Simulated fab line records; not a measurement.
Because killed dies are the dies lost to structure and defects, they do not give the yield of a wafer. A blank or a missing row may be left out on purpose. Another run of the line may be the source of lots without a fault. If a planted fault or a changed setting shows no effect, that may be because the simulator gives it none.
Split-lot experiment    flow n5-finfet    39 wafers read across 7 lots, on a route 1938 steps long

== THE SPLIT ITSELF ==
At N5_MOL_CONTACT_COAG_ETCH_47 (etches SiNx in CH3F/O2, stops on W, target depth 27 nm), the setting source-w was moved away from the recipe's 395 W on 18 of the 39 wafers read, by -8.5% to +16.0%. For the rest of the wafers, this setting stayed at what the recipe calls for.

The reading is taken at the split's own step.

== THE READING ==
etch.over-etch-s (the simulator's own value, which no gauge read), in s, at N5_MOL_CONTACT_COAG_ETCH_47 (etches SiNx in CH3F/O2, stops on W, target depth 27 nm). There is no usual value for it anywhere in the file. Across the 21 wafers here that went through the recipe, the average is 5.198 s and the standard deviation 0.076 s.

wafer   tool, chamber at the split  source-w as run, W  against the recipe  etch.over-etch-s, s  against lot-mates on the recipe
L078.2  rie-diel-02, 2              395                 recipe              5.168                -
L078.4  rie-diel-02, 0              395                 recipe              5.243                -
L078.5  rie-diel-02, 2              395                 recipe              5.213                -
L080.1  rie-diel-06, 3              395                 recipe              5.319                -
L080.2  rie-diel-06, 2              452.8               +14.6%              4.976                -0.245
L080.3  rie-diel-06, 0              452.8               +14.6%              4.83                 -0.391
L080.4  rie-diel-06, 1              395                 recipe              5.087                -
L080.5  rie-diel-06, 1              452.8               +14.6%              4.867                -0.354
L080.6  rie-diel-06, 2              395                 recipe              5.258                -
L082.1  rie-diel-06, 1              395                 recipe              5.139                -
L082.2  rie-diel-06, 3              395                 recipe              5.207                -
L082.3  rie-diel-06, 0              458.3               +16.0%              4.827                -0.336
L082.4  rie-diel-06, 2              395                 recipe              5.144                -
L082.5  rie-diel-06, 1              458.3               +16.0%              4.872                -0.291
L082.6  rie-diel-06, 2              458.3               +16.0%              4.93                 -0.233
L083.1  rie-diel-06, 2              395                 recipe              5.154                -
L083.2  rie-diel-06, 1              395                 recipe              5.054                -
L083.3  rie-diel-06, 0              395                 recipe              5.085                -
L083.4  rie-diel-06, 3              456.5               +15.6%              4.979                -0.119
L083.5  rie-diel-06, 3              456.5               +15.6%              4.95                 -0.148
L083.6  rie-diel-06, 0              456.5               +15.6%              4.813                -0.285
L084.1  rie-diel-06, 1              395                 recipe              5.176                -
L084.2  rie-diel-06, 0              449.3               +13.7%              4.929                -0.271
L084.3  rie-diel-06, 2              449.3               +13.7%              4.972                -0.228
L084.4  rie-diel-06, 3              395                 recipe              5.263                -
L084.5  rie-diel-06, 1              395                 recipe              5.161                -
L084.6  rie-diel-06, 0              449.3               +13.7%              4.929                -0.271
L087.1  rie-diel-02, 3              361.3               -8.5%               5.275                -0.005
L087.2  rie-diel-02, 0              395                 recipe              5.262                -
L087.3  rie-diel-02, 2              361.3               -8.5%               5.394                +0.114
L087.4  rie-diel-02, 1              395                 recipe              5.378                -
L087.5  rie-diel-02, 2              395                 recipe              5.2                  -
L087.6  rie-diel-02, 3              361.3               -8.5%               5.318                +0.038
L093.1  rie-diel-06, 2              439.6               +11.3%              4.973                -0.241
L093.2  rie-diel-06, 0              439.6               +11.3%              4.898                -0.316
L093.3  rie-diel-06, 1              395                 recipe              5.17                 -
L093.4  rie-diel-06, 3              439.6               +11.3%              5.013                -0.201
L093.5  rie-diel-06, 2              395                 recipe              5.238                -
L093.6  rie-diel-06, 3              395                 recipe              5.233                -

THE FIT
A straight line over all 39 wafers: etch.over-etch-s changes by -0.019 s for each +1% of source-w; r = -0.91; the points scatter about the line by 0.069 s.
The same after taking each lot's own level away (the mean of its wafers on the recipe; 39 wafers): -0.0163 s for each +1%; r = -0.88; scatter 0.07 s.
According to that fit, moving source-w by its largest amount changes the reading by 0.26 s.
From 5.0977 to 5.2800 s: that is the span of the lots' own levels, equal to 2.4 times the standard deviation above.
Hence the slope depends on the lot-to-lot level, as the two fits are not the same.
Check: -0.274 s against its lot-mates is what the line predicts for one of the wafers moved furthest among these (+16.0%) when that wafer is left out of the fit. It came out at -0.336 s against them.
Tool readings at the split's step, against how far the setting was moved: etch-rf-on-time-s r = -0.91.

== ADDITIONAL SPLITS CARRIED BY THESE WAFERS ==
Other splits were also applied to these wafers ahead of the reading. Each is held against what the fit with the lots' levels taken away leaves over:
other split on the same wafers        wafers away from the commonest value  r with etch.over-etch-s (lot level and that fit taken away)
N5_DUMMY_GATE_ETCH_37 source-w        12                                    -0.06
N5_DUMMY_GATE_ETCH_32 time-s          15                                    +0.16
N5_SD_EPI_P_ETCH_37 source-w          12                                    -0.01
N5_MOL_CONTACT_COAG_ETCH_15 source-w  18                                    -0.10

== THE WHOLE CHAIN: every reading that the file lists as answering this split, in the file's order ==
step                         what it does                                            reading                                                            change (the file's fit)                r (the file's)
N5_MOL_CONTACT_COAG_ETCH_47  etches SiNx in CH3F/O2, stops on W, target depth 27 nm  etch-rf-on-time-s                                                  withheld for each +1% of the setting   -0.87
N5_MOL_CONTACT_COAG_ETCH_47  etches SiNx in CH3F/O2, stops on W, target depth 27 nm  etch.t-clear-s (the simulator's own value, which no gauge read)    -0.0865 s for each +1% of the setting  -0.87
N5_MOL_CONTACT_COAG_ETCH_47  etches SiNx in CH3F/O2, stops on W, target depth 27 nm  etch.over-etch-s (the simulator's own value, which no gauge read)  -0.0173 s for each +1% of the setting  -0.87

== FILE'S OWN FIT ==
etch.over-etch-s changes by -0.0173 s for each +1% of source-w, r = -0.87.
